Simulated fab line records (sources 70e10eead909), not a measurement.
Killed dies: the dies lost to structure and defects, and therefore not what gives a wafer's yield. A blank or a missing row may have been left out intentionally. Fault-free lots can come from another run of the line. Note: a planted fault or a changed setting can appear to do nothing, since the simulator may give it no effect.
The tool behind it: which one? / flow nand_harc / 6 lots with 18 wafers sampled at 4 steps, on a route of 1159 steps

## WHAT THE GAUGES READ, wafer by wafer
NHARC_END_SORT_01.
lot=L337; measured=day 20 12:49; on=prober-02; killed_at_periphery=657 656 660
lot=L348; measured=day 24 01:06; on=prober-01; killed_at_periphery=1 3 1
lot=L351; measured=day 24 17:31; on=prober-02; killed_at_periphery=0 2 2

## WHAT TOOL EACH LOT RAN ON (gives the tool, then ch and the chambers of the sampled wafers, and finally the start)
lot=L334; NHARC_P_ZERO_WELL_DESCUM_54=rie_diel-11 ch 0,1,3, day 2 06:04; NHARC_P_ZERO_WELL_STRIP_56=wet_bench-04 ch 2,3,4, day 2 06:35; NHARC_P_STI_ETCH_15=rie_si-06 ch 0,1, day 3 01:46
lot=L337; NHARC_P_ZERO_WELL_DESCUM_54=rie_diel-12 ch 2,3, day 2 23:49; NHARC_P_ZERO_WELL_STRIP_56=wet_bench-05 ch 2,4,7, day 3 00:22; NHARC_P_STI_ETCH_15=-
lot=L346; NHARC_P_ZERO_WELL_DESCUM_54=rie_diel-12 ch 0,2,3, day 5 06:02; NHARC_P_ZERO_WELL_STRIP_56=wet_bench-01 ch 0,5,7, day 5 06:35; NHARC_P_STI_ETCH_15=rie_si-03 ch 0,2, day 5 23:57
lot=L348; NHARC_P_ZERO_WELL_DESCUM_54=rie_diel-12 ch 1,3, day 5 17:41; NHARC_P_ZERO_WELL_STRIP_56=wet_bench-05 ch 1,4,5, day 5 18:13; NHARC_P_STI_ETCH_15=rie_si-04 ch 0,2,3, day 6 13:31
lot=L351; NHARC_P_ZERO_WELL_DESCUM_54=rie_diel-11 ch 1,2,3, day 6 11:46; NHARC_P_ZERO_WELL_STRIP_56=wet_bench-05 ch 1,5,6, day 6 12:18; NHARC_P_STI_ETCH_15=rie_si-06 ch 0,1,3, day 7 05:14
lot=L355; NHARC_P_ZERO_WELL_DESCUM_54=rie_diel-11 ch 1,2,3, day 7 11:39; NHARC_P_ZERO_WELL_STRIP_56=wet_bench-01 ch 0,3,5, day 7 12:11; NHARC_P_STI_ETCH_15=rie_si-03 ch 0,1,3, day 8 02:10
- NHARC_P_ZERO_WELL_DESCUM_54: chemistry O2, time 3 s.
- NHARC_P_ZERO_WELL_STRIP_56: strips in SPM, time 840 s.
- NHARC_P_STI_ETCH_15: etches the open film in HBr/Cl2, target depth 300 nm, time 100.1 s.

## THE ANSWER, worked out from the rows above alone
Rule: usual is defined by the lots themselves. Put in order of their means at a reading, lots are off if they are a third of the lots or fewer, leave a main group of 4 or more, and stand apart from it by a gap of 3 or more times the standard deviation of the main group's means; of several such gaps the widest counts. Not used: any main group whose means are identical at the precision the tables above print for the reading. A lot without any number at a reading at which 4 lots or more have one is off too. Where the step has rows for the other lots, those lots are counted as sound.
None of the lots is off at any reading shown; this tells nothing.

## WHAT WAS PUT IN BY THE SIMULATOR
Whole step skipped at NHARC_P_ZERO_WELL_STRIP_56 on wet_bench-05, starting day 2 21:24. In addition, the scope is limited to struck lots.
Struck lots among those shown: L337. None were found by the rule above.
